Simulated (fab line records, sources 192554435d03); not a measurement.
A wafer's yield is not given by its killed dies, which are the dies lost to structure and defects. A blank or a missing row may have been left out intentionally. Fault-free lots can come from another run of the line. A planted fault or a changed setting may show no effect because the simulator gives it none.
Code-filled problem report in 8D (eight disciplines) form -- flow n5-finfet -- the parts of the form that need people (team, actions taken, sign-off) are left out

## 1. THE ISSUE
run-length-s at N5_BEOL_M10_CVD_75 reads a mean of 122.0 s on 1 wafer of 1 lot; wafers without a fault read 161.5 s with a standard deviation of 0.4. Measured from the usual mean, that is -99 standard deviations.
The step: deposits Co from CCTBA/H2, target thk 2 nm, time 138.9 s.
Seen first at day 13 00:24 on cvd-co-02, wafer L314.5. The record has a number at this step for 32 wafers belonging to 11 lots. The rule behind "out" and "out of limits": a value lying over 4 standard deviations away from the usual mean. The other wafers with a number count as sound.

## 2. WHAT IT IS, AND WHAT IT ISN'T
question,is,is not
which readings at this step,run-length-s,-
which lots,L314,"L306, L307, L308, L309, L311, L323, L325, L326, L327, L328"
which wafers of those lots,L314.5,L314.1
read on which tools,cvd-co-02,cvd-co-01
when,from day 13 00:24,"up to then (16 sound wafers); but 15 sound wafers of L323, L325, L326, L327, L328 came after"

## 3. THE SUSPECTS, EACH WITH WHAT RULES IT OUT
Counting: a tool at a process step up to the reading stays a suspect if it ran every lot that is out. Sound lots after the first of them don't rule it out here, since some wafers of a struck lot are sound.
- rie-diel-01 at N5_BEOL_M10_ETCH_65 (etches SiARC in CF4, target depth 39 nm, time 65 s): kept. It processed L314, the lot that is out, at day 12 22:11, and its most recent sound lot before then was L309 at day 10 17:44.
- pvd-sputter-03 at N5_BEOL_M10_SURFACE_TREAT_76: kept. It processed L314, the lot that is out, at day 13 00:18, and its most recent sound lot before then was L311 at day 12 06:19.
- cvd-co-02 at N5_BEOL_M10_CVD_75 (deposits Co from CCTBA/H2, target thk 2 nm, time 138.9 s): kept. It processed L314, the lot that is out, at day 13 00:24, and its most recent sound lot before then was L308 at day 11 14:19. Out on those wafers are its own readings of run-length-s.
- Within rie-diel-01 at N5_BEOL_M10_ETCH_65, the wafers that are out were processed in chamber 0 and their sound lot-mates in chamber 2.
rie-diel-01 at N5_BEOL_M10_ETCH_65, pvd-sputter-03 at N5_BEOL_M10_SURFACE_TREAT_76 and cvd-co-02 at N5_BEOL_M10_CVD_75 are what is left after counting.

## 4. THE CAUSE (what the simulator had put in)
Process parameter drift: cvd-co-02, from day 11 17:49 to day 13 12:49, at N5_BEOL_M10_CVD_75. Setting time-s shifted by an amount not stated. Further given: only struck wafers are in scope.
Counting leaves 3 suspects; this tool is one of them.

## 5. SEQUENCE OF EFFECTS, ordered by route
Rows list readings where the struck wafers' mean (over those with a number) sits beyond 3 standard deviations from the usual. Scope: only readings with a usual standard deviation given in the record; hours: median across lots of the time from each lot's start at the first step in this table that gives one to its start at this step; sigmas: change in usual standard deviations.
hours,step,reading,usual,on struck wafers,change,sigmas
0,N5_BEOL_M10_CVD_75,run-length-s,161.5 s,122.0,-39.5,-99
Here are the process steps it includes:
- N5_BEOL_M10_CVD_75: deposits Co from CCTBA/H2, target thk 2 nm, time 138.9 s.
Later steps that measure or inspect, where all struck wafers having a row at the step show a number for every such reading and not one has moved that far: N5_BEOL_M10_INSPECT_58.

## 6. HOW IT WOULD HAVE BEEN CAUGHT EARLIER
The fault began at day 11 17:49; the first out-of-limits reading in this record came at day 13 00:24, 31 hours later.
